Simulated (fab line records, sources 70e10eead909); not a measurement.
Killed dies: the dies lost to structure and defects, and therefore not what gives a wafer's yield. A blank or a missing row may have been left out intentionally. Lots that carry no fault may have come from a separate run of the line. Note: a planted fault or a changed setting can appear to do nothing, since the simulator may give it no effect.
Comparing a struck lot with a sound one || flow nand-harc || 42 out of 1302 route steps
Sound: these wafers, L873.1, L873.3, L873.6. Struck: wafer L881.5; the same lot's L881.1 was not struck, so it is left out; see the end for the cause.
Per side, at each step with rows, come the tool, then ch with its chambers, and then its first start. Under that, the readings that differ: sound wafers || struck wafers || difference of the means || sigmas: that difference in standard deviations of wafers without a fault.
alike: readings with means less than 2 such deviations apart, plus words and numbers identical on both sides. not compared: withheld readings, readings lacking a value on some wafer, bounds such as >300 that could conceal the same value, and numbers that have no deviation in the record and whose values overlap.
The two part at a step that has a row with sigmas, a row that says differs or no value, or rows on one side only. Non-overlapping numbers with no deviation appear without sigmas and do not part them. A reading that every wafer of one side lacks parts them only if that side has two wafers or more.

first, 1 step without rows for these wafers: NHARC_P_STI_HARDBAKE_13 (time 65 s).
NHARC_P_STI_DESCUM_14: chemistry O2, time 3 s.
  sound on rie-diel-05 ch 1,2,3, day 3 03:57; struck on rie-diel-05 ch 3, day 6 13:06
{"reading": "oes-product-au (a.u.)", "sound": "1.013 1.009 0.989", "struck": 1.022, "difference": "+0.018", "sigmas": "+2"}
{"reading": "throttle-valve-pct (%)", "sound": "11.335 11.316 11.305", "struck": 11.297, "difference": -0.022, "sigmas": -2}
  alike: drypump-motor-current-A, rf-vpp-V, showerhead-plenum-p-Torr
  not compared: rf-hours-counter-h
NHARC_P_STI_ETCH_42: etches the open film in N2/H2, target depth 80 nm, overetch 24 nm, time 61 s.
  sound on rie-diel-05 ch 1,2,3, day 3 04:01; struck on rie-diel-05 ch 0, day 6 13:11
  alike: drypump-motor-current-A, oes-product-au, rf-vpp-V, showerhead-plenum-p-Torr, throttle-valve-pct
  not compared: rf-hours-counter-h
NHARC_P_STI_ETCH_31: etches the open film in CF4/CHF3, target depth 108.9 nm, time 54.5 s.
  sound: rie-diel-05 ch 1,2; struck: rie-diel-05 ch 3
  alike: drypump-motor-current-A, oes-product-au, rf-vpp-V, showerhead-plenum-p-Torr, throttle-valve-pct
  not compared: rf-hours-counter-h
NHARC_P_STI_ETCH_15: etches the open film in HBr/Cl2, target depth 300 nm, time 100.1 s.
  sound on rie-si-06 ch 0,1,2, day 3 04:13; struck on rie-si-03 ch 1, day 6 13:25
{"reading": "oes-product-au (a.u.)", "sound": "0.990 0.991 0.981", "struck": 1.015, "difference": "+0.028", "sigmas": "+3"}
  alike: drypump-motor-current-A, hbr-flow-sccm, throttle-valve-pct
  not compared: rf-hours-counter-h
NHARC_P_STI_CD_MEAS_16:
  struck on cd-sem-03, day 6 13:31; sound on cd-sem-01, day 3 04:22
{"reading": "cd-nm (nm)", "sound": "198.6 198.7 200.4", "struck": 204.3, "difference": "+5.1", "sigmas": "+2"}
NHARC_P_STI_OCD_MEAS_17:
  struck on ocd-02, day 6 13:37; sound on ocd-01, day 3 04:28
{"reading": "trench-depth-nm (nm)", "sound": "296 295 290", "struck": 305, "difference": "+11", "sigmas": "+2"}
{"reading": "trench-foot-cd-nm (nm)", "sound": "158.8 156.4 158.6", "struck": 162.4, "difference": "+4.5", "sigmas": "+2"}
then, 3 steps without rows for these wafers: NHARC_P_STI_STRIP_19 (strips in SPM, time 900 s); NHARC_P_STI_PRECLEAN_32 (cleans in SC1); NHARC_P_STI_SRD_23.
NHARC_P_STI_OCD_MEAS_43:
  struck on ocd-01, day 6 14:07; sound on ocd-01, day 3 04:58
{"reading": "trench-depth-nm (nm)", "sound": "296 295 291", "struck": 305, "difference": "+11", "sigmas": "+2"}
  alike: trench-foot-cd-nm
then, 1 step without rows for these wafers: NHARC_P_STI_OXIDE_33 (material SiO2, target thk 10 nm, ox time 281 s).
NHARC_P_STI_HDPCVD_20: deposits SiO2.
  sound on hdpcvd-01 ch 0,1, day 3 12:58; struck on hdpcvd-01 ch 0, day 7 00:43
then, 1 step without rows for these wafers: NHARC_P_STI_ANNEAL_34 (time 1800 s).
NHARC_P_STI_CMP_21: polishes, t overpolish 20 s, target thk 380.67 nm.
  sound on cmp-01 ch 1,2, day 3 21:31; struck on cmp-01 ch 1, day 7 09:47
  alike: motor-current-A, overpolish-run-s
then, 7 steps without rows for these wafers: NHARC_P_STI_SRD_35; NHARC_P_STI_ETCH_36 (etches SiO2 in dHF, target depth 38.8 nm); NHARC_P_STI_STRIP_24 (strips Si3N4 in H3PO4); NHARC_P_STI_ETCH_37 (etches SiO2 in dHF, target depth 11 nm); NHARC_P_STI_PRECLEAN_38 (cleans in SC1); NHARC_P_STI_SRD_39; NHARC_P_STI_OXIDE_40 (material SiO2, target thk 10 nm, ox time 1362 s).
NHARC_P_STI_INSPECT_25:
  struck on defect-inspect-01, day 7 17:32; sound on defect-inspect-02, day 4 05:29
  alike: raw-defect-count
then, 12 steps without rows for these wafers: NHARC_P_GATE_ETCH_69 (etches SiO2 in dHF, target depth 14 nm); NHARC_P_GATE_PRECLEAN_70 (cleans in SC1); NHARC_P_GATE_SRD_01; NHARC_P_GATE_OXIDE_02 (material SiO2, target thk 37.5 nm, ox time 365 s); NHARC_P_GATE_DEHYDRATE_03 (time 120 s); NHARC_P_GATE_HMDS_04 (time 30 s); NHARC_P_GATE_COAT_05; NHARC_P_GATE_SOFTBAKE_06 (time 95 s); NHARC_P_GATE_EBR_07; NHARC_P_GATE_EXPOSE_08 (exposes mask P HV); NHARC_P_GATE_PEB_09 (peb time 85 s); NHARC_P_GATE_DEVELOP_10 (time 70 s).
NHARC_P_GATE_CD_MEAS_11: target cd 1640 nm.
  sound on cd-sem-03 ch 0, day 4 13:41; struck on cd-sem-02 ch 0, day 8 02:36
  alike: cd-nm
then, 5 steps without rows for these wafers: NHARC_P_GATE_HARDBAKE_12 (time 80 s); NHARC_P_GATE_DESCUM_13 (chemistry O2, time 3 s); NHARC_P_GATE_ETCH_14 (etches SiO2 in dHF, target depth 48.8 nm); NHARC_P_GATE_STRIP_15 (strips in SPM, time 780 s); NHARC_P_GATE_PRECLEAN_71 (cleans in SC1).
-- jump in the record: it breaks off in module P_GATE and resumes in module END (first step shown: number 1302 of the route), and 19 days separate the struck wafers' starts before and after --
NHARC_END_SORT_01:
  sound on prober-02 ch 0, day 25 04:07; struck on prober-02 ch 0, day 27 14:26
{"reading": "killed-at-periphery", "sound": "1 2 1", "struck": 82, "difference": "+81", "sigmas": "+31"}
{"reading": "killed-dies", "sound": "66 55 63", "struck": 150, "difference": "+89", "sigmas": "+5"}
  alike: killed-at-array, killed-at-other, killed-open, killed-short

## WHERE THEY PART
Earliest at NHARC_P_STI_DESCUM_14; latest, in this record, at NHARC_END_SORT_01.

WHY: what had been put in by the simulator
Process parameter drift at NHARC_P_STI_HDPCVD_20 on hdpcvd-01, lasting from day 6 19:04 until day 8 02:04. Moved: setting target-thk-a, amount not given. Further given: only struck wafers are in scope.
